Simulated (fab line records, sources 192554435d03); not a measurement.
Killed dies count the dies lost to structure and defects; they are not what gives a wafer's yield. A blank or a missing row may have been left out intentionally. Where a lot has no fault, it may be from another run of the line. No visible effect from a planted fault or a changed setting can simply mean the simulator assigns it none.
Chamber matching + flow n5 finfet + 4 sister chambers for N5_BEOL_M7_CMP_52 on cmp-01
The step polishes, stops on SiCOH lowk, t overpolish 6.9 s, target thk 80 nm. 4 wafers are shown with their chamber, then 6 later ones without.

## WAFERS WITH THEIR CHAMBER
| wafer  | chamber | motor current A (A) |
|--------|---------|---------------------|
| L087.4 | 2       | 5.0                 |
| L091.1 | 0       | 6.7                 |
| L093.3 | 3       | 6.4                 |
| L093.4 | 1       | 5.3                 |

## WAFERS MISSING THEIR CHAMBER
| wafer  | motor current A (A) |
|--------|---------------------|
| L092.1 | 7.0                 |
| L092.3 | 5.1                 |
| L096.2 | 6.7                 |
| L096.3 | 6.8                 |
| L095.1 | 6.9                 |
| L095.4 | 5.3                 |

## CHAMBER TAKEN BY EACH
| wafer  | from the rows above     | in truth |
|--------|-------------------------|----------|
| L092.1 | can't be placed: 0 or 3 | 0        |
| L092.3 | can't be placed: 2 or 1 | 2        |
| L096.2 | can't be placed: 0 or 3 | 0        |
| L096.3 | can't be placed: 0 or 3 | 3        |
| L095.1 | can't be placed: 0 or 3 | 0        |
| L095.4 | can't be placed: 1 or 2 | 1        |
Correctly placed: 0 of 6. Unplaceable from these rows: 6, with the true chamber sitting among the candidates in 6. Wrongly placed: 0.
How it was worked out, from the rows above alone: a wafer's distance from a chamber is the root of the sum, over the readings, of the square of ((its reading less the chamber's mean) divided by the reading's scatter). The wafer belongs to the nearest chamber; if the next one is less than 2 further off, it can't be placed. Each chamber's mean is taken over the wafers shown for it. The scatter: with one shown wafer a chamber, the root of the mean of the squares of how far each hidden wafer lies from its nearest shown one.
